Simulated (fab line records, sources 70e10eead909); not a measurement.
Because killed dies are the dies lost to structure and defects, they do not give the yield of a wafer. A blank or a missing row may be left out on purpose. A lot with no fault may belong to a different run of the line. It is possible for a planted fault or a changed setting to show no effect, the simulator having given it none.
Which of the tools did it?	flow nand harc	15 lots with 42 wafers sampled at 5 steps, on a route of 1302 steps

== WHAT THE GAUGES READ, wafer by wafer ==
NHARC_A_ZERO_WELL_INSPECT_17.
lot	measured	on	raw defect count
L548	day 7 11:03	defect inspect-01	13 12 10
L549	day 7 14:40	defect inspect-01	10 5 13
L551	day 8 10:46	defect inspect-02	14 12 11
L552	day 9 05:28	defect inspect-01	6 6 2
L553	day 9 06:19	defect inspect-01	6 8 9
L554	day 10 00:02	defect inspect-01	6 8 3
L556	day 10 12:41	defect inspect-02	9 9 16
L557	day 11 03:46	defect inspect-02	12 12 10
L558	day 11 12:14	defect inspect-02	8 17 9
L563	day 13 15:52	defect inspect-02	9 18
L565	day 14 07:04	defect inspect-01	13 13
L566	day 14 17:13	defect inspect-01	9 2
L568	day 15 04:35	defect inspect-02	11 16 9
L569	day 15 17:15	defect inspect-01	8 12 5
L570	day 16 08:42	defect inspect-02	9 12 14

NHARC_A_ONON_D1_THK_MEAS_08: measures by ellipsometry.
lot	measured	on	thk nm (nm)
L548	day 8 08:49	film metro-02	997 997 998
L549	day 8 12:56	film metro-02	988 987 989
L551	day 9 08:50	film metro-02	996 996 996
L552	day 10 04:40	film metro-01	1007 1009 1010
L553	day 10 04:40	film metro-02	999 1000 1000
L554	day 10 21:55	film metro-02	984 984 985
L556	day 11 10:07	film metro-01	998 997 999
L557	day 12 02:56	film metro-02	991 991 990
L558	day 12 09:39	film metro-01	992 992 995
L563	day 14 14:38	film metro-02	989 986
L565	day 15 06:53	film metro-01	995 994
L566	day 15 16:51	film metro-02	995 996
L568	day 16 01:44	film metro-01	1004 1002 1004
L569	day 16 15:59	film metro-01	988 985 988
L570	day 17 09:50	film metro-02	993 992 992

NHARC_A_ONON_D1_THK_MEAS_14: measures by ellipsometry.
lot	measured	on	thk nm (nm)
L548	day 8 09:58	film metro-02	1000 1001 1001
L549	day 8 14:04	film metro-02	994 997 995
L551	day 9 09:58	film metro-01	997 995 997
L552	day 10 05:49	film metro-01	999 1000 998
L553	day 10 05:47	film metro-02	1002 1002 1002
L554	day 10 23:03	film metro-02	1005 1006 1007
L556	day 11 11:14	film metro-02	1003 1004 1005
L557	day 12 04:05	film metro-01	990 989 989
L558	day 12 10:47	film metro-01	985 986 986
L563	day 14 15:46	film metro-02	984 1549
L565	day 15 08:01	film metro-02	1559 1558
L566	day 15 17:59	film metro-01	1576 1575
L568	day 16 02:52	film metro-02	999 998 998
L569	day 16 17:08	film metro-01	1013 1014 1013
L570	day 17 10:58	film metro-02	987 990 988

NHARC_END_SORT_01.
lot	measured	on	killed at array	killed at other	killed at periphery	killed dies	killed open	killed short
L563	day 30 15:24	prober-02	34 668	1 0	10 9	45 677	5 5	3 3
L565	day 31 19:35	prober-01	673 675	0 0	4 2	677 677	3 3	5 1
L566	day 31 19:33	prober-02	672 674	1 0	4 3	677 677	4 4	6 4

== TOOL THAT RAN EACH LOT (tool first, then ch and the chambers of the sampled wafers, then the start) ==
lot	NHARC_A_ONON_D1_DEP_12
L548	pecvd onon-01 ch 0, day 8 09:26
L549	pecvd onon-01 ch 0, day 8 13:37
L551	pecvd onon-02 ch 0, day 9 09:28
L552	pecvd onon-02 ch 0, day 10 05:17
L553	pecvd onon-04 ch 0, day 10 05:24
L554	pecvd onon-02 ch 0, day 10 22:36
L556	pecvd onon-04 ch 0, day 11 10:51
L557	pecvd onon-01 ch 0, day 12 03:40
L558	pecvd onon-04 ch 0, day 12 10:23
L563	pecvd onon-01 ch 0, day 14 15:16
L565	pecvd onon-01 ch 0, day 15 07:34
L566	pecvd onon-01 ch 0, day 15 17:32
L568	pecvd onon-04 ch 0, day 16 02:25
L569	pecvd onon-04 ch 0, day 16 16:40
L570	pecvd onon-02 ch 0, day 17 10:31
- NHARC_A_ONON_D1_DEP_12: target thk 1000 nm.

== WHAT THE TOOLS THEMSELVES READ (means of the sampled wafers that have a number; where no wafer has one, the mark that the record gives instead) ==
The record holds no such reading with a usual standard deviation.

== THE ANSWER, worked out from the rows above alone ==
Rule: what is usual is taken from the lots themselves. Put in order of their means at a reading, lots are off if they are a third of the lots or fewer, leave a main group of 4 or more, and stand apart from it by a gap of 3 or more times the standard deviation of the main group's means; of several such gaps the widest counts. If all means in a main group match to the digits the tables above print for the reading, that group is not used. A lot without any number at a reading at which 4 lots or more have one is off too. Any other lot the step has rows for is counted as sound. First the gauges in route order, then the tools' own readings, where a lot's mean is used as printed above. The first step at which some lot is off is used, and at that step the reading that is off furthest; a lot without a number counts as furthest.
Off: L563, L565, L566 (NHARC_A_ONON_D1_THK_MEAS_14, thk nm). For the main group the mean is 998 nm and the standard deviation 7.6.
A tool fits if, at a process step before that reading, it ran every lot that is off, and no sound lot after the first of them. The gauges at NHARC_A_ONON_D1_THK_MEAS_14 are tried like those tools. One candidate fits, namely pecvd onon-01 at NHARC_A_ONON_D1_DEP_12. A fault onset in the window from L557 (day 12 03:40, its last sound lot) to L563 (day 14 15:16, its first lot off) fits.

== WHAT HAD BEEN PUT IN BY THE SIMULATOR ==
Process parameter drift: pecvd onon-01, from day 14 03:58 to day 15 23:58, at NHARC_A_ONON_D1_DEP_12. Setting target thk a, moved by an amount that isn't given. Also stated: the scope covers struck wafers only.
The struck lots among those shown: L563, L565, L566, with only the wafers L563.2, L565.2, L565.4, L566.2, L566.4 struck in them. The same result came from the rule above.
